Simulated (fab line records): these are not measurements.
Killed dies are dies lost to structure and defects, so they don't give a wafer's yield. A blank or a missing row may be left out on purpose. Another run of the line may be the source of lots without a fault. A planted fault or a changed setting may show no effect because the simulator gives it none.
Struck lot and sound lot, side by side ; flow nand-harc ; 14 steps out of a route of 1159
Sound: wafers L687.1, L687.4, L687.5. Struck: wafers L676.3, L676.5, L676.6. The cause comes at the end.
Per side, at each step with rows, come the tool, then ch with its chambers, and then its first start. Under that, the readings that differ: sound wafers ; struck wafers ; difference of the means ; sigmas: that difference in standard deviations of wafers without a fault.
alike: a reading whose means differ by less than 2 such deviations, as well as words and numbers matching on both sides. not compared: withheld readings; readings where some wafer has no value; bounds like >300 that might hide an equal value; numbers whose values overlap and for which the record gives no deviation.
A row with sigmas, a row that says differs or no value, or rows on one side alone: a step with any of these is where the two part. Numbers that have no deviation but don't overlap get no sigmas and don't part them. Lack of a reading on every wafer of one side parts them only where that side has two or more wafers.

NHARC_P_M1_PRE_CLEAN_30: time 30 s.
  sound on pvd-sputter-01; struck on pvd-sputter-02
reading;sound;struck;difference;sigmas
heater-power-w (W);411 438 415;352 346 358;-69;-2
  alike: susceptor-temp-C
NHARC_P_M1_PVD_20: deposits TaN, target thk 5 nm, time 8.06 s.
  sound on pvd-sputter-01; struck on pvd-sputter-02
  alike: throttle-valve-pct
then, 3 steps without rows for these wafers: NHARC_P_M1_PVD_21 (deposits Cu, target thk 30 nm, time 20.49 s); NHARC_P_M1_ECD_22 (material Cu, target thk 400 nm); NHARC_P_M1_ANNEAL_31 (time 90 s).
NHARC_P_M1_CMP_23: polishes, t overpolish 20 s, target thk 157.82 nm.
  sound on cmp-04 ch 1,2, day 10 15:08; struck on cmp-01 ch 0,2,3, day 8 09:08
  alike: motor-current-A, time-to-endpoint-s
NHARC_P_M1_THK_MEAS_24: measures by xrf.
  struck on film-metro-01, day 8 09:22; sound on film-metro-01, day 10 15:26
  alike: thk-nm
then, 1 step without rows for these wafers: NHARC_P_M1_SRD_25.
NHARC_P_M1_INSPECT_27:
  struck on defect-inspect-02, day 8 09:33; sound on defect-inspect-01, day 10 15:35
  alike: raw-defect-count
NHARC_P_M1_PRE_CLEAN_32: time 12 s.
  sound on pecvd-02 ch 0,1, day 10 15:40; struck on pecvd-04 ch 0,2, day 8 09:37
  alike: heater-power-w, rf-fwd-power-W, susceptor-temp-C
  not compared: since-wet-clean-h
NHARC_P_M1_DEP_33: deposits SiCN, target thk 30 nm.
  sound on pecvd-02 ch 0,1, day 10 15:46; struck on pecvd-04 ch 0,2, day 8 09:44
  alike: heater-power-w, rf-fwd-power-W, showerhead-vpp-V, susceptor-temp-C
  not compared: since-wet-clean-h
NHARC_P_M2_DEP_00: deposits SiOC, target thk 182.5 nm.
  sound on pecvd-03 ch 0,1,2, day 10 16:13; struck on pecvd-02 ch 0,2, day 8 12:34
  alike: rf-fwd-power-W, showerhead-vpp-V
  not compared: since-wet-clean-h
then, 1 step without rows for these wafers: NHARC_P_M2_DEHYDRATE_01 (time 120 s).
-- record jumps: 13 days between struck wafers' starts before vs after; left off in module P_M2, resumes in module END, first step shown is number 1159 of the route --
NHARC_END_SORT_01:
  sound on prober-02 ch 0, day 24 16:44; struck on prober-01 ch 0, day 21 16:16
reading;sound;struck;difference;sigmas
defect-limited-yield (%);97.8 97.6 97.5;0 0 0;-98;-57
killed-at-periphery;1 1 1;649 663 644;+651;+99 or more
killed-dies;15 16 17;677 677 677;+661;+60
sort_bin_2_pct (%);0.7 0.9 0.7;96.5 98.2 96.6;+96.3;+99 or more
sort-n-pass;662 661 660;0 0 0;-661;-60
sort-rim-yield-pct (%);94.3 95.3 98.1;0 0 0;-96;-38
sort-yield-pct (%);97.8 97.6 97.5;0 0 0;-98;-57
  alike: killed-at-array, killed-at-other, killed-open, killed-short, sort_bin_3_pct, sort_bin_4_pct

WHERE THEY PART
At NHARC_P_M1_PRE_CLEAN_30 first; at NHARC_END_SORT_01 last (within this record only).

WHY: the cause the simulator had injected
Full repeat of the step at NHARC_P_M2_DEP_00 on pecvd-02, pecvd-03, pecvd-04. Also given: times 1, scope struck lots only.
